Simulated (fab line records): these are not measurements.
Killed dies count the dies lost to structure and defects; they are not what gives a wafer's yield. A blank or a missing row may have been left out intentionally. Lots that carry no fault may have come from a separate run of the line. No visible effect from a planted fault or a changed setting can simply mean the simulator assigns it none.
What tool caused it? ; flow n5-finfet ; 29 wafers from 10 lots sampled at 4 of the route's 1938 steps

== WHAT THE GAUGES SHOWED, per wafer ==
N5_BEOL_M4_RC_MEAS_101. Usual: DIBL_N 37.2 mV/V, standard deviation 1.8; DIBL_P 37.5 mV/V, standard deviation 2.5; IOFF_N 0.17 nA/um, standard deviation 0.038; IOFF_P 0.24 nA/um, standard deviation 0.046; ION_N 681 uA/um, standard deviation 13; ION_P 469 uA/um, standard deviation 8.5; REXT_N 75.3 ohm.um, standard deviation 1.7; SS_N 71.7 mV/dec, standard deviation 0.6; SS_P 73.6 mV/dec, standard deviation 0.69; VT_N 249 mV, standard deviation 3.4; VT_P -248 mV, standard deviation 3.6.
lot;measured;on;DIBL_N (mV/V);DIBL_P (mV/V);IOFF_N (nA/um);IOFF_P (nA/um);ION_N (uA/um);ION_P (uA/um);REXT_N (ohm.um);SS_N (mV/dec);SS_P (mV/dec);VT_N (mV);VT_P (mV);flag
L204;day 7 23:09;prober-02;34.2 35.2 36.5;33.7 34.3 36.2;0.12 0.14 0.16;0.18 0.20 0.23;651 661 690;450 456 474;77.6 77.8 76.6;70.9 71.7 71.4;72.6 73.1 73.9;255 253 248;-254 -250 -247;
L206;day 8 15:36;prober-01;39.9 36.9 38.6;42.1 37.2 39.4;0.24 0.15 0.19;0.28 0.19 0.21;695 686 673;472 467 454;73.9 73.4 74.6;71.9 71.3 71.7;73.5 72.6 73.9;246 251 249;-249 -255 -253;
L207;day 8 21:31;prober-02;36.7 37.9 40.3;36.6 37.4 40.6;0.16 0.17 0.22;0.24 0.26 0.33;676 683 685;470 478 479;72.6 73.3 73.2;72.1 71.4 73.2;73.6 73.4 75.0;251 247 244;-246 -243 -242;
L212;day 10 15:47;prober-01;36.1 35.7 36.3;39.2 41.4 38.1;0.18 0.17 0.17;0.24 0.29 0.22;684 668 670;465 478 459;75.2 82.2 75.8;72.3 71.5 72.2;74.3 75.1 73.6;249 249 253;-248 -245 -251;
L213;day 10 19:05;prober-02;38.7 33.5;39.1 35.9;0.21 0.11;0.25 0.21;701 648;474 462;73.4 81.7;71.2 70.8;74.9 73.6;244 255;-248 -250;
L221;day 12 23:43;prober-02;35.5 35.7 39.6;36.0 36.7 41.4;0.13 0.14 0.23;0.16 0.18 0.26;670 675 691;450 457 468;73.4 74.0 73.6;71.8 71.1 71.7;72.4 73.8 74.1;250 252 244;-257 -254 -249;
L223;day 13 03:20;prober-01;36.4 36.6 33.9;38.0 38.8 35.6;0.17 0.17 0.13;0.22 0.24 0.19;691 678 674;475 468 468;77.0 77.1 76.9;71.8 71.1 70.4;73.3 73.9 72.5;250 249 254;-250 -247 -249;
L224;day 13 03:29;prober-02;35.3 37.5 37.3;35.2 38.9 38.8;0.15 0.19 0.19;0.19 0.25 0.25;680 699 686;467 480 471;74.9 75.6 75.0;71.8 72.2 71.8;73.1 73.8 73.8;246 246 246;-249 -248 -247;
L225;day 13 07:25;prober-01;36.3 38.2 33.9;36.7 38.6 33.7;0.16 0.20 0.13;0.23 0.26 0.19;683 699 671;468 476 461;78.3 77.5 77.1;71.2 72.2 71.0;73.2 73.8 73.2;248 248 252;-248 -248 -251;
L226;day 13 10:23;prober-02;36.8 37.9 37.2;36.5 38.9 37.1;0.16 0.18 0.15;0.23 0.25 0.23;674 683 671;467 465 462;73.0 73.6 74.5;72.0 71.8 72.8;72.8 73.7 73.4;250 247 253;-247 -248 -248;

== WHAT TOOL EACH LOT RAN ON (gives the tool, then ch and the chambers of the sampled wafers, and finally the start) ==
lot;N5_SD_EPI_N_VAPOR_ETCH_50;N5_BEOL_M4_ANNEAL_93;N5_BEOL_M4_ANNEAL_51
L204;epi-rpcvd-01 ch 0, day 3 12:45;pvd-sputter-01, day 7 21:20;rtp-anneal-01 ch 0, day 7 22:02
L206;epi-rpcvd-01 ch 0, day 3 21:45;pvd-sputter-03, day 8 14:09;rtp-anneal-01 ch 0, day 8 14:42
L207;epi-rpcvd-01 ch 0, day 4 08:50;pvd-sputter-02, day 8 20:02;rtp-anneal-02 ch 0, day 8 20:37
L212;epi-rpcvd-01 ch 0, day 5 10:08;pvd-sputter-02, day 10 13:28;rtp-anneal-02 ch 0, day 10 14:07
L213;epi-rpcvd-01 ch 0, day 5 20:23;pvd-sputter-03, day 10 17:10;rtp-anneal-01 ch 0, day 10 17:52
L221;epi-rpcvd-03 ch 0, day 7 14:43;pvd-sputter-03, day 12 21:58;rtp-anneal-02 ch 0, day 12 22:31
L223;epi-rpcvd-02 ch 0, day 8 03:50;pvd-sputter-03, day 13 01:43;rtp-anneal-01 ch 0, day 13 02:19
L224;epi-rpcvd-02 ch 0, day 8 09:20;pvd-sputter-02, day 13 02:02;rtp-anneal-02 ch 0, day 13 02:35
L225;epi-rpcvd-01 ch 0, day 8 16:53;pvd-sputter-02, day 13 05:48;rtp-anneal-01 ch 0, day 13 06:24
L226;epi-rpcvd-01 ch 0, day 8 22:24;pvd-sputter-01, day 13 08:53;rtp-anneal-01 ch 0, day 13 09:26
- N5_SD_EPI_N_VAPOR_ETCH_50: etches Si in HCl, time 54 s.
- N5_BEOL_M4_ANNEAL_93: time 240 s.
- N5_BEOL_M4_ANNEAL_51: time 90 s.

== WHAT THE TOOLS THEMSELVES READ (means of the sampled wafers that have a number; where no wafer has one, the mark that the record gives instead) ==
N5_SD_EPI_N_VAPOR_ETCH_50. Usual: susceptor-temp-C 775.0 C, standard deviation 0.35; throttle-valve-pct 11.75 %, standard deviation 0.29.
lot;tool;susceptor-temp-C (C);throttle-valve-pct (%);flag
L204;epi-rpcvd-01;775.2;11.93;
L206;epi-rpcvd-01;774.9;11.88;
L207;epi-rpcvd-01;775.2;11.81;
L212;epi-rpcvd-01;774.5;11.97;
L213;epi-rpcvd-01;774.9;11.68;
L221;epi-rpcvd-03;774.9;11.20;
L223;epi-rpcvd-02;774.7;11.92;
L224;epi-rpcvd-02;775.5;11.81;
L225;epi-rpcvd-01;775.4;11.80;
L226;epi-rpcvd-01;775.0;11.89;

N5_BEOL_M4_ANNEAL_93. Usual: heater-power-w 842 W, standard deviation 84; susceptor-temp-C 400.03 C, standard deviation 0.2.
lot;tool;heater-power-w (W);susceptor-temp-C (C);flag
L204;pvd-sputter-01;825;400.19;
L206;pvd-sputter-03;812;399.93;
L207;pvd-sputter-02;838;399.86;
L212;pvd-sputter-02;846;400.07;
L213;pvd-sputter-03;820;400.24;
L221;pvd-sputter-03;803;400.23;
L223;pvd-sputter-03;726;399.81;
L224;pvd-sputter-02;897;400.00;
L225;pvd-sputter-02;872;400.18;
L226;pvd-sputter-01;868;400.08;

N5_BEOL_M4_ANNEAL_51. Usual: anneal-temp-c 224.97 C, standard deviation 0.16; wafer_temp_C_max 226.7, standard deviation 0.43.
lot;tool;anneal-temp-c (C);wafer_temp_C_max;flag
L204;rtp-anneal-01;224.91;226.8;
L206;rtp-anneal-01;224.90;226.6;
L207;rtp-anneal-02;224.77;226.8;
L212;rtp-anneal-02;224.89;226.6;
L213;rtp-anneal-01;224.89;226.6;
L221;rtp-anneal-02;224.90;227.5;
L223;rtp-anneal-01;225.21;226.4;
L224;rtp-anneal-02;224.81;227.1;
L225;rtp-anneal-01;224.94;226.8;
L226;rtp-anneal-01;224.95;226.5;

== THE ANSWER, worked out from the rows above alone ==
Rule: lot off if the mean of its wafers having a number is beyond 3 standard deviations from the usual mean. Also off: a lot with no number at a reading for which 4 or more lots have one. All remaining lots with rows at the step are treated as sound. First the gauges in route order, then the tools' own readings, where a lot's mean is used as printed above. At the first step where some lot is off, the reading lying furthest off is the one used; lots without a number count as furthest.
No lot is off at any reading shown: from this, nothing can be told.

== WHAT THE SIMULATOR PUT IN ==
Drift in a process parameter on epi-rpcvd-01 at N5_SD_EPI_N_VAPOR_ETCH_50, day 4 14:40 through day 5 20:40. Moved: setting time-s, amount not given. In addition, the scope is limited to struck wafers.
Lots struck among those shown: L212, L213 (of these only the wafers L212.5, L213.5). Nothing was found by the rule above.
